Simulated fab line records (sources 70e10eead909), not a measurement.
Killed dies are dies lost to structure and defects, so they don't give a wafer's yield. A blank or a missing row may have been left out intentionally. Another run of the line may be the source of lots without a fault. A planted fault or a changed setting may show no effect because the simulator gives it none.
Which tool did it?    flow nand_harc    Sampling: 12 lots, 36 wafers, 7 of 1302 route steps

WHAT EACH GAUGE READ, for each wafer
NHARC_P_STI_OCD_MEAS_17. Usual: trench_depth_nm 300 nm, standard deviation 6.1; trench_foot_cd_nm 158 nm, standard deviation 3.4.
lot   measured      on      trench_depth_nm (nm)  trench_foot_cd_nm (nm)  flag
L999  day 2 23:35   ocd-02  304 304 298           158 156 162             
L100  day 3 08:26   ocd-02  306 295 286           152 157 162             
L103  day 4 14:04   ocd-02  297 293 307           158 157 158             
L105  day 5 09:01   ocd-02  297 309 296           160 162 167             
L107  day 6 03:53   ocd-02  291 305 297           158 154 156             
L108  day 6 16:35   ocd-01  293 302 292           155 153 156             
L112  day 8 11:30   ocd-01  305 300 303           156 155 155             
L116  day 9 21:42   ocd-01  298 298 297           163 166 163             
L117  day 10 10:23  ocd-01  295 300 298           154 154 156             
L118  day 10 20:57  ocd-01  310 309 295           152 156 153             
L119  day 11 06:06  ocd-01  300 300 298           157 156 157             
L120  day 11 13:53  ocd-01  311 310 293           161 161 165             

NHARC_P_STI_INSPECT_25. Usual: 207 for raw_defect_count, sd 75.
lot   measured      on                 raw_defect_count  flag
L999  day 4 02:32   defect_inspect-02  213 183 225       
L100  day 4 10:36   defect_inspect-02  236 212 124       
L103  day 5 15:58   defect_inspect-01  113 66 117        
L105  day 6 11:44   defect_inspect-01  166 238 282       
L107  day 7 09:46   defect_inspect-02  1159 156 182      OFF
L108  day 7 20:32   defect_inspect-01  153 1127 242      OFF
L112  day 10 00:25  defect_inspect-02  85 151 113        
L116  day 11 02:16  defect_inspect-02  260 223 413       
L117  day 11 18:41  defect_inspect-02  162 199 189       
L118  day 11 23:41  defect_inspect-01  218 355 390       
L119  day 12 09:46  defect_inspect-02  322 205 230       
L120  day 12 17:56  defect_inspect-01  168 158 258       

NHARC_P_GATE_INSPECT_28. Usual: 6.2 for raw_defect_count, sd 3.
lot   measured      on                 raw_defect_count  flag
L999  day 5 04:18   defect_inspect-02  13 9 15           
L100  day 5 10:16   defect_inspect-01  9 8 6             
L103  day 6 17:22   defect_inspect-02  11 2 8            
L105  day 7 11:47   defect_inspect-02  6 4 4             
L107  day 8 12:29   defect_inspect-02  975 5 4           OFF
L108  day 8 23:53   defect_inspect-02  16 992 5          OFF
L112  day 10 23:22  defect_inspect-02  3 5 2             
L116  day 12 00:52  defect_inspect-02  2 9 6             
L117  day 12 17:02  defect_inspect-01  3 6 2             
L118  day 13 01:44  defect_inspect-02  5 1 4             
L119  day 13 12:31  defect_inspect-02  9 8 9             
L120  day 13 18:54  defect_inspect-02  3 4 1             

NHARC_END_SORT_01. Usual: killed_at_array 57, standard deviation 21; killed_at_other 0.9, standard deviation 1.2; killed_at_periphery 4.2, standard deviation 2.9; killed_dies 62, standard deviation 21; killed_open 3.2, standard deviation 1.8; killed_short 2.4, standard deviation 1.5.
lot   measured      on         killed_at_array  killed_at_other  killed_at_periphery  killed_dies  killed_open  killed_short  flag
L107  day 27 23:22  prober-02  29 40 41         2 1 0            89 6 5               120 47 46    4 1 3        2 3 1         OFF
L108  day 28 12:00  prober-02  95 94 82         2 2 0            1 82 1               98 178 83    2 2 3        3 3 3         OFF

TOOL THAT RAN EACH LOT (tool first, then ch and the chambers of the sampled wafers, then the start)
lot   NHARC_P_STI_ETCH_42                 NHARC_P_STI_CMP_21             NHARC_P_STI_ETCH_36
L999  rie_diel-13 ch 1,2, day 2 23:09     cmp-02 ch 0,1, day 3 18:08     wet_bench-06 ch 3,6,7, day 3 18:28
L100  rie_diel-13 ch 1,2, day 3 07:57     cmp-01 ch 0,2,3, day 4 02:21   wet_bench-01 ch 2,4,6, day 4 02:39
L103  rie_diel-10 ch 0,1,2, day 4 13:38   cmp-03 ch 0,1,3, day 5 08:20   wet_bench-06 ch 1,2,6, day 5 08:37
L105  rie_diel-10 ch 0,1, day 5 08:35     cmp-03 ch 0,3, day 6 03:14     wet_bench-06 ch 2,4,6, day 6 03:34
L107  rie_diel-10 ch 0,1, day 6 03:00     cmp-03 ch 1,2,3, day 7 00:43   wet_bench-06 ch 1,2,4, day 7 01:01
L108  rie_diel-05 ch 2,3, day 6 16:08     cmp-02 ch 0,1, day 7 09:28     wet_bench-06 ch 0,3,4, day 7 09:47
L112  rie_diel-13 ch 0,1, day 8 11:02     cmp-02 ch 0,2,3, day 9 15:52   wet_bench-01 ch 0,1,6, day 9 16:08
L116  rie_diel-05 ch 0,1,3, day 9 21:16   cmp-01 ch 0,2,3, day 10 18:30  wet_bench-01 ch 0,1,4, day 10 18:49
L117  rie_diel-05 ch 0,1,2, day 10 09:57  cmp-01 ch 0,3, day 11 10:11    wet_bench-06 ch 2,3,6, day 11 10:31
L118  rie_diel-13 ch 0,1,3, day 10 20:31  cmp-03 ch 0,1,2, day 11 15:48  wet_bench-01 ch 1,3,5, day 11 16:05
L119  rie_diel-13 ch 1,2, day 11 05:40    cmp-01 ch 0,3, day 12 00:13    wet_bench-02 ch 2,4,6, day 12 00:33
L120  rie_diel-05 ch 0,1,3, day 11 13:27  cmp-01 ch 0,2, day 12 10:11    wet_bench-02 ch 2,3,7, day 12 10:31
- NHARC_P_STI_ETCH_42: etches the open film in N2/H2, target depth 80 nm, overetch 24 nm, time 61 s.
- NHARC_P_STI_CMP_21: polishes, t overpolish 20 s, target thk 380.67 nm.
- NHARC_P_STI_ETCH_36: etches SiO2 in dHF, target depth 38.8 nm.

WHAT THE TOOLS THEMSELVES READ (means of the sampled wafers that have a number; where no wafer has one, the mark that the record gives instead)
NHARC_P_STI_ETCH_42. Usual: drypump_motor_current_A 5.5 A, standard deviation 0.39; oes_product_au 0.997 a.u., standard deviation 0.014; rf_vpp_V 430.2 V, standard deviation 2.6; showerhead_plenum_p_Torr 2.03 Torr, standard deviation 0.093; throttle_valve_pct 14.171 %, standard deviation 0.0085.
lot   tool         drypump_motor_current_A (A)  oes_product_au (a.u.)  rf_vpp_V (V)  showerhead_plenum_p_Torr (Torr)  throttle_valve_pct (%)  flag
L999  rie_diel-13  4.9                          0.983                  433.3         2.14                             14.170                  
L100  rie_diel-13  5.0                          0.980                  432.6         2.14                             14.175                  
L103  rie_diel-10  5.6                          1.009                  428.5         1.98                             14.170                  
L105  rie_diel-10  5.8                          1.013                  429.4         1.98                             14.185                  
L107  rie_diel-10  5.8                          1.010                  429.3         1.98                             14.162                  
L108  rie_diel-05  5.8                          1.004                  430.1         2.04                             14.173                  
L112  rie_diel-13  4.9                          0.996                  431.1         2.05                             14.178                  
L116  rie_diel-05  5.6                          0.994                  430.4         2.05                             14.170                  
L117  rie_diel-05  5.7                          0.992                  429.6         2.01                             14.176                  
L118  rie_diel-13  5.3                          0.985                  430.7         2.03                             14.173                  
L119  rie_diel-13  5.0                          1.005                  434.2         2.15                             14.171                  
L120  rie_diel-05  5.5                          1.000                  430.7         2.05                             14.168                  

NHARC_P_STI_CMP_21. Usual: motor_current_A 12.0 A, standard deviation 1.2; overpolish_run_s 19.999 s, standard deviation 0.01; pad_life_wafers 181, standard deviation 92.
lot   tool    motor_current_A (A)  overpolish_run_s (s)  pad_life_wafers  flag
L999  cmp-02  12.8                 19.992                84               
L100  cmp-01  11.7                 19.998                104              
L103  cmp-03  11.4                 20.008                122              
L105  cmp-03  11.2                 19.993                186              
L107  cmp-03  11.2                 19.990                296              
L108  cmp-02  13.8                 20.007                38               
L112  cmp-02  13.3                 19.992                200              
L116  cmp-01  12.0                 19.995                332              
L117  cmp-01  12.0                 19.997                42               
L118  cmp-03  10.8                 19.999                410              
L119  cmp-01  11.9                 19.994                96               
L120  cmp-01  11.1                 20.002                151              

THE ANSWER, worked out from the rows above alone
Rule: a lot is off if the mean of its wafers that have a number lies more than 3 standard deviations from the usual mean. A lot without any number at a reading at which 4 lots or more have one is off too. Any other lot the step has rows for is counted as sound. After the gauges, taken in route order, come the tools' own readings; for these a lot's mean is taken, as printed above. The first step at which some lot is off is used, and at that step the reading that is off furthest; a lot without a number counts as furthest.
Off: L107, L108, at NHARC_P_STI_INSPECT_25 (raw_defect_count).
A tool fits if, at a process step before that reading, it ran every lot that is off, and no sound lot after the first of them. The gauges at NHARC_P_STI_INSPECT_25 aren't tried: what is off there is off at NHARC_END_SORT_01 too, on other tools, and a gauge's error can't cause that. None of those tried fits.

WHAT WAS PUT IN BY THE SIMULATOR
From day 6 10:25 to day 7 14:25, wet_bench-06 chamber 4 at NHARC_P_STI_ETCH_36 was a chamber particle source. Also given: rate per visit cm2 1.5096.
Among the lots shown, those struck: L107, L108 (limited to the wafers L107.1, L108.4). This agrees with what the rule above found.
